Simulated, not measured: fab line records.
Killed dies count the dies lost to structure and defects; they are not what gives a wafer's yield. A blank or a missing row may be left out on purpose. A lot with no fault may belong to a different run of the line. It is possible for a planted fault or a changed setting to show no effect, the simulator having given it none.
Which of the tools did it? | flow nandHarc | Sampling: 13 lots, 39 wafers, 5 of 1302 route steps

WHAT THE GAUGES READ, wafer by wafer
NHARC_END_SORT_01. Usual: killedAtArray 52, standard deviation 18; killedAtOther 0.6, standard deviation 0.83; killedAtPeriphery 4.3, standard deviation 2.8; killedDies 57, standard deviation 19; killedOpen 3.4, standard deviation 2; killedShort 2.5, standard deviation 1.7.
lot  | measured     | on        | killedAtArray | killedAtOther | killedAtPeriphery | killedDies  | killedOpen | killedShort | flag
L717 | day 29 17:01 | prober-01 | 530 524 529   | 1 0 1         | 5 4 8             | 536 528 538 | 4 4 3      | 3 2 2       | OFF
L719 | day 30 08:54 | prober-02 | 523 544 538   | 1 1 0         | 3 2 2             | 527 547 540 | 0 4 5      | 1 3 1       | OFF
L720 | day 31 02:07 | prober-02 | 516 522 529   | 0 1 1         | 3 6 3             | 519 529 533 | 2 5 4      | 2 3 1       | OFF

TOOL THAT RAN EACH LOT (tool first, then ch and the chambers of the sampled wafers, then the start)
lot  | NHARC_A_STAIRCASE_DEP_322       | NHARC_A_STAIRCASE_STRIP_446         | NHARC_A_STAIRCASE_ETCHBACK_157    | NHARC_A_SGD_CUT_DEP_00
L707 | pecvd-01 ch 0,2, day 18 12:19   | plasmaAsher-01 ch 0,1, day 19 11:43 | rieDiel-10 ch 1,2,3, day 19 13:25 | pecvd-02 ch 1,2, day 19 14:22
L709 | pecvd-02 ch 0,1,2, day 19 06:32 | plasmaAsher-02 ch 0, day 20 03:20   | rieDiel-10 ch 1,2,3, day 20 05:00 | pecvd-03 ch 0,2, day 20 06:01
L708 | pecvd-01 ch 0,1, day 19 06:38   | plasmaAsher-02 ch 0,1, day 20 06:10 | rieDiel-08 ch 2,3, day 20 07:52   | pecvd-04 ch 0,1, day 20 09:09
L710 | pecvd-03 ch 0,2, day 19 11:28   | plasmaAsher-01 ch 0,1, day 20 09:41 | rieDiel-10 ch 0,1, day 20 11:20   | pecvd-02 ch 0,1, day 20 12:17
L714 | pecvd-02 ch 1,2, day 21 07:27   | plasmaAsher-01 ch 0,1, day 22 09:01 | rieDiel-10 ch 0,2,3, day 22 10:50 | pecvd-04 ch 0,1, day 22 11:49
L713 | pecvd-01 ch 1,2, day 21 07:38   | plasmaAsher-02 ch 0,1, day 22 09:01 | rieDiel-08 ch 0,1,2, day 22 10:46 | pecvd-02 ch 0,1,2, day 22 11:52
L716 | pecvd-01 ch 0,1,2, day 22 10:23 | plasmaAsher-02 ch 0,1, day 23 06:37 | rieDiel-01 ch 1,2, day 23 08:11   | pecvd-03 ch 0,1, day 23 09:10
L717 | pecvd-02 ch 0,1, day 23 03:14   | plasmaAsher-01 ch 0,1, day 23 23:49 | rieDiel-10 ch 0,1,3, day 24 01:33 | pecvd-04 ch 0,1,2, day 24 02:31
L718 | pecvd-03 ch 1,2, day 23 03:20   | plasmaAsher-01 ch 0,1, day 23 23:32 | rieDiel-01 ch 2,3, day 24 01:18   | pecvd-04 ch 1,2, day 24 02:14
L719 | pecvd-01 ch 0,1, day 24 04:16   | plasmaAsher-02 ch 0,1, day 24 23:53 | rieDiel-10 ch 1,2, day 25 01:28   | pecvd-03 ch 0,1, day 25 02:27
L720 | pecvd-02 ch 0,2, day 24 04:20   | plasmaAsher-01 ch 0,1, day 24 23:52 | rieDiel-01 ch 0,1,2, day 25 01:36 | pecvd-02 ch 0,1, day 25 02:34
L721 | pecvd-02 ch 0,1, day 24 13:14   | plasmaAsher-01 ch 0,1, day 25 10:01 | rieDiel-01 ch 0,3, day 25 11:43   | pecvd-02 ch 0,1, day 25 12:44
L728 | pecvd-03 ch 0,1,2, day 28 01:19 | plasmaAsher-01 ch 0,1, day 28 23:16 | rieDiel-08 ch 0,2,3, day 29 00:58 | pecvd-04 ch 0,1,2, day 29 01:55
- NHARC_A_STAIRCASE_DEP_322: deposits SiO2, target thk 7200 nm.
- NHARC_A_STAIRCASE_STRIP_446: strips in O2.
- NHARC_A_STAIRCASE_ETCHBACK_157: etches the open film in CH3F/O2, target depth 90 nm, time 167.14 s.
- NHARC_A_SGD_CUT_DEP_00: deposits SiNx, target thk 50 nm.

WHAT THE TOOLS THEMSELVES READ (means of the sampled wafers that have a number; where no wafer has one, the mark that the record gives instead)
NHARC_A_STAIRCASE_DEP_322. Usual: heaterPowerOuterW 381 W, standard deviation 53; heaterPowerW 649 W, standard deviation 72.
lot  | tool     | heaterPowerOuterW (W) | heaterPowerW (W) | flag
L707 | pecvd-01 | 424                   | 716              | 
L709 | pecvd-02 | 354                   | 637              | 
L708 | pecvd-01 | 391                   | 650              | 
L710 | pecvd-03 | 395                   | 667              | 
L714 | pecvd-02 | 383                   | 652              | 
L713 | pecvd-01 | 378                   | 660              | 
L716 | pecvd-01 | 390                   | 653              | 
L717 | pecvd-02 | 359                   | 648              | 
L718 | pecvd-03 | 363                   | 627              | 
L719 | pecvd-01 | 358                   | 593              | 
L720 | pecvd-02 | 378                   | 671              | 
L721 | pecvd-02 | 382                   | 685              | 
L728 | pecvd-03 | 437                   | 709              | 

NHARC_A_STAIRCASE_STRIP_446. Usual: drypumpMotorCurrentA 5.86 A, standard deviation 0.12; heaterPowerW 296 W, standard deviation 38; rfReflPowerW 18.6 W, standard deviation 1.4.
lot  | tool           | drypumpMotorCurrentA (A) | heaterPowerW (W) | rfReflPowerW (W) | flag
L707 | plasmaAsher-01 | 5.85                     | 276              | -                | OFF
L709 | plasmaAsher-02 | 5.88                     | 273              | 16.8             | 
L708 | plasmaAsher-02 | 5.96                     | 319              | 17.7             | 
L710 | plasmaAsher-01 | 5.83                     | 278              | 19.5             | 
L714 | plasmaAsher-01 | 5.85                     | 272              | 19.5             | 
L713 | plasmaAsher-02 | 5.91                     | 293              | 18.1             | 
L716 | plasmaAsher-02 | 5.92                     | 295              | 17.0             | 
L717 | plasmaAsher-01 | 5.79                     | 300              | -                | OFF
L718 | plasmaAsher-01 | 5.84                     | 279              | 19.2             | 
L719 | plasmaAsher-02 | 5.92                     | 295              | 17.4             | 
L720 | plasmaAsher-01 | 5.85                     | 278              | 19.5             | 
L721 | plasmaAsher-01 | 5.85                     | 277              | -                | OFF
L728 | plasmaAsher-01 | 5.78                     | 303              | 19.4             | 

NHARC_A_STAIRCASE_ETCHBACK_157. Usual: drypumpMotorCurrentA 5.73 A, standard deviation 0.29; oesProductAu 0.97 a.u., standard deviation 0.035; rfVppV 244.2 V, standard deviation 1.7; showerheadPlenumPTorr 2.45 Torr, standard deviation 0.11; throttleValvePct 20.664 %, standard deviation 0.01.
lot  | tool       | drypumpMotorCurrentA (A) | oesProductAu (a.u.) | rfVppV (V) | showerheadPlenumPTorr (Torr) | throttleValvePct (%) | flag
L707 | rieDiel-10 | 5.59                     | 1.01                | 244.9      | 2.53                         | 20.663               | 
L709 | rieDiel-10 | 5.60                     | 1.00                | 245.6      | 2.53                         | 20.653               | 
L708 | rieDiel-08 | 5.89                     | 0.93                | 243.6      | 2.35                         | 20.660               | 
L710 | rieDiel-10 | 5.77                     | 1.00                | 244.7      | 2.50                         | 20.664               | 
L714 | rieDiel-10 | 5.69                     | 0.99                | 244.2      | 2.44                         | 20.669               | 
L713 | rieDiel-08 | 5.69                     | 0.93                | 243.6      | 2.40                         | 20.667               | 
L716 | rieDiel-01 | 6.11                     | 0.93                | 243.0      | 2.35                         | 20.655               | 
L717 | rieDiel-10 | 5.82                     | 0.99                | 245.3      | 2.50                         | 20.661               | 
L718 | rieDiel-01 | 5.81                     | 0.93                | 242.6      | 2.34                         | 20.659               | 
L719 | rieDiel-10 | 5.32                     | 1.00                | 244.7      | 2.51                         | 20.658               | 
L720 | rieDiel-01 | 5.91                     | 1.00                | 242.5      | 2.37                         | 20.665               | 
L721 | rieDiel-01 | 5.53                     | 1.00                | 242.9      | 2.37                         | 20.676               | 
L728 | rieDiel-08 | 5.83                     | 0.92                | 244.3      | 2.44                         | 20.670               | 

NHARC_A_SGD_CUT_DEP_00. Usual: heaterPowerOuterW 389 W, standard deviation 61; heaterPowerW 685 W, standard deviation 98.
lot  | tool     | heaterPowerOuterW (W) | heaterPowerW (W) | flag
L707 | pecvd-02 | 373                   | 634              | 
L709 | pecvd-03 | 450                   | 751              | 
L708 | pecvd-04 | 339                   | 654              | 
L710 | pecvd-02 | 436                   | 745              | 
L714 | pecvd-04 | 353                   | 671              | 
L713 | pecvd-02 | 420                   | 716              | 
L716 | pecvd-03 | 427                   | 697              | 
L717 | pecvd-04 | -                     | -                | OFF
L718 | pecvd-04 | 330                   | 612              | 
L719 | pecvd-03 | -                     | -                | OFF
L720 | pecvd-02 | -                     | -                | OFF
L721 | pecvd-02 | 441                   | 753              | 
L728 | pecvd-04 | 358                   | 665              | 

THE ANSWER, worked out from the rows above alone
Rule: take the mean of a lot's wafers that have a number; if it is more than 3 standard deviations from the usual mean, the lot is off. Also off: a lot with no number at a reading for which 4 or more lots have one. Where the step has rows for the other lots, those lots are counted as sound. First the gauges in route order, then the tools' own readings, where a lot's mean is used as printed above. At the first step where some lot is off, the reading lying furthest off is the one used; lots without a number count as furthest.
Off, at NHARC_END_SORT_01 on killedAtArray: L717, L719, L720. Neither off nor sound, because the step has no rows for them: L707, L709, L708, L710, L714, L713, L716, L718, L721, L728.
If a tool, at a process step before that reading, ran all the lots that are off and no sound lot after the first of them, it fits. The gauges at NHARC_END_SORT_01 aren't tried: what is off there is off at NHARC_A_SGD_CUT_DEP_00 too, on other tools, and a gauge's error can't cause that. None of those tried fits.

WHAT THE SIMULATOR HAD PUT IN
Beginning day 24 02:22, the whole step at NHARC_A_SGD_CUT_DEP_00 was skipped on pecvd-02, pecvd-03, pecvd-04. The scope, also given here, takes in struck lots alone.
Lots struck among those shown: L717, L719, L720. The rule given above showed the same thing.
